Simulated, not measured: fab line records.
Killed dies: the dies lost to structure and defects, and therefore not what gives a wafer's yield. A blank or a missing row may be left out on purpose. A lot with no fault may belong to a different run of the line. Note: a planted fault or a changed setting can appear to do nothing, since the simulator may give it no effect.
Chamber matching / flow n5_finfet / rie_diel-04 running N5_GATE_CUT_STRIP_59: 4 sister chambers
The step strips in N2/H2, time 20 s. 20 wafers are shown with their chamber, then 10 later ones without.

## WAFERS, EACH WITH ITS CHAMBER
wafer=L074.1; chamber=1; drypump_motor_current_A (A)=6.4; throttle_valve_pct (%)=12.72; showerhead_plenum_p_Torr (Torr)=3.47
wafer=L074.5; chamber=0; drypump_motor_current_A (A)=5.7; throttle_valve_pct (%)=12.03; showerhead_plenum_p_Torr (Torr)=3.39
wafer=L074.6; chamber=3; drypump_motor_current_A (A)=5.2; throttle_valve_pct (%)=12.01; showerhead_plenum_p_Torr (Torr)=3.46
wafer=L076.1; chamber=0; drypump_motor_current_A (A)=5.7; throttle_valve_pct (%)=12.04; showerhead_plenum_p_Torr (Torr)=3.39
wafer=L076.5; chamber=0; drypump_motor_current_A (A)=5.7; throttle_valve_pct (%)=12.05; showerhead_plenum_p_Torr (Torr)=3.39
wafer=L076.6; chamber=1; drypump_motor_current_A (A)=6.3; throttle_valve_pct (%)=12.73; showerhead_plenum_p_Torr (Torr)=3.46
wafer=L077.2; chamber=3; drypump_motor_current_A (A)=5.2; throttle_valve_pct (%)=12.04; showerhead_plenum_p_Torr (Torr)=3.46
wafer=L077.3; chamber=0; drypump_motor_current_A (A)=5.7; throttle_valve_pct (%)=12.05; showerhead_plenum_p_Torr (Torr)=3.39
wafer=L077.6; chamber=0; drypump_motor_current_A (A)=5.7; throttle_valve_pct (%)=12.04; showerhead_plenum_p_Torr (Torr)=3.39
wafer=L081.2; chamber=2; drypump_motor_current_A (A)=5.9; throttle_valve_pct (%)=11.92; showerhead_plenum_p_Torr (Torr)=3.32
wafer=L081.5; chamber=0; drypump_motor_current_A (A)=5.7; throttle_valve_pct (%)=12.08; showerhead_plenum_p_Torr (Torr)=3.38
wafer=L081.6; chamber=1; drypump_motor_current_A (A)=6.3; throttle_valve_pct (%)=12.76; showerhead_plenum_p_Torr (Torr)=3.46
wafer=L087.1; chamber=1; drypump_motor_current_A (A)=6.3; throttle_valve_pct (%)=12.79; showerhead_plenum_p_Torr (Torr)=3.45
wafer=L087.2; chamber=2; drypump_motor_current_A (A)=5.9; throttle_valve_pct (%)=11.95; showerhead_plenum_p_Torr (Torr)=3.31
wafer=L087.3; chamber=3; drypump_motor_current_A (A)=5.2; throttle_valve_pct (%)=12.08; showerhead_plenum_p_Torr (Torr)=3.45
wafer=L088.3; chamber=0; drypump_motor_current_A (A)=5.7; throttle_valve_pct (%)=12.10; showerhead_plenum_p_Torr (Torr)=3.38
wafer=L088.4; chamber=2; drypump_motor_current_A (A)=5.9; throttle_valve_pct (%)=11.97; showerhead_plenum_p_Torr (Torr)=3.31
wafer=L088.5; chamber=3; drypump_motor_current_A (A)=5.3; throttle_valve_pct (%)=12.08; showerhead_plenum_p_Torr (Torr)=3.45
wafer=L089.3; chamber=0; drypump_motor_current_A (A)=5.7; throttle_valve_pct (%)=12.11; showerhead_plenum_p_Torr (Torr)=3.37
wafer=L089.5; chamber=0; drypump_motor_current_A (A)=5.7; throttle_valve_pct (%)=12.13; showerhead_plenum_p_Torr (Torr)=3.37

SIGNATURES (means of the wafers above)
reading=drypump_motor_current_A; chamber 0=5.700; chamber 1=6.325; chamber 2=5.900; chamber 3=5.225; scatter within a chamber=0.0306
reading=throttle_valve_pct; chamber 0=12.0700; chamber 1=12.7500; chamber 2=11.9467; chamber 3=12.0525; scatter within a chamber=0.0337
reading=showerhead_plenum_p_Torr; chamber 0=3.3833; chamber 1=3.4600; chamber 2=3.3133; chamber 3=3.4550; scatter within a chamber=0.00777
Rule: a wafer lies at a distance from a chamber equal to the root of the sum of squares, over the readings, of (its reading less the chamber's mean, divided by the reading's scatter). The wafer belongs to the nearest chamber; if the next one is less than 2 further off, it can't be placed. The scatter: the root of (the sum of the squares of (reading less its chamber's mean) over the shown wafers, divided by (wafers less chambers)).

## WAFERS WITH NO CHAMBER GIVEN
wafer=L089.6; drypump_motor_current_A (A)=6.4; throttle_valve_pct (%)=12.80; showerhead_plenum_p_Torr (Torr)=3.45
wafer=L090.1; drypump_motor_current_A (A)=5.3; throttle_valve_pct (%)=12.10; showerhead_plenum_p_Torr (Torr)=3.44
wafer=L090.4; drypump_motor_current_A (A)=6.3; throttle_valve_pct (%)=12.78; showerhead_plenum_p_Torr (Torr)=3.45
wafer=L090.5; drypump_motor_current_A (A)=6.3; throttle_valve_pct (%)=12.79; showerhead_plenum_p_Torr (Torr)=3.45
wafer=L094.1; drypump_motor_current_A (A)=5.9; throttle_valve_pct (%)=11.98; showerhead_plenum_p_Torr (Torr)=3.30
wafer=L094.4; drypump_motor_current_A (A)=5.9; throttle_valve_pct (%)=11.98; showerhead_plenum_p_Torr (Torr)=3.30
wafer=L094.6; drypump_motor_current_A (A)=5.2; throttle_valve_pct (%)=12.11; showerhead_plenum_p_Torr (Torr)=3.44
wafer=L096.3; drypump_motor_current_A (A)=5.2; throttle_valve_pct (%)=12.11; showerhead_plenum_p_Torr (Torr)=3.44
wafer=L096.4; drypump_motor_current_A (A)=6.4; throttle_valve_pct (%)=12.13; showerhead_plenum_p_Torr (Torr)=3.45
wafer=L096.5; drypump_motor_current_A (A)=5.9; throttle_valve_pct (%)=12.00; showerhead_plenum_p_Torr (Torr)=3.30

## WHICH CHAMBER EACH WENT THROUGH
wafer=L089.6; from the rows above=1; in truth=1
wafer=L090.1; from the rows above=3; in truth=3
wafer=L090.4; from the rows above=1; in truth=1
wafer=L090.5; from the rows above=1; in truth=1
wafer=L094.1; from the rows above=2; in truth=2
wafer=L094.4; from the rows above=2; in truth=2
wafer=L094.6; from the rows above=3; in truth=3
wafer=L096.3; from the rows above=3; in truth=3
wafer=L096.4; from the rows above=1; in truth=1
wafer=L096.5; from the rows above=2; in truth=2
Placed correctly: 10 of 10. Can't be placed from these rows: 0. Placed wrongly: 0.
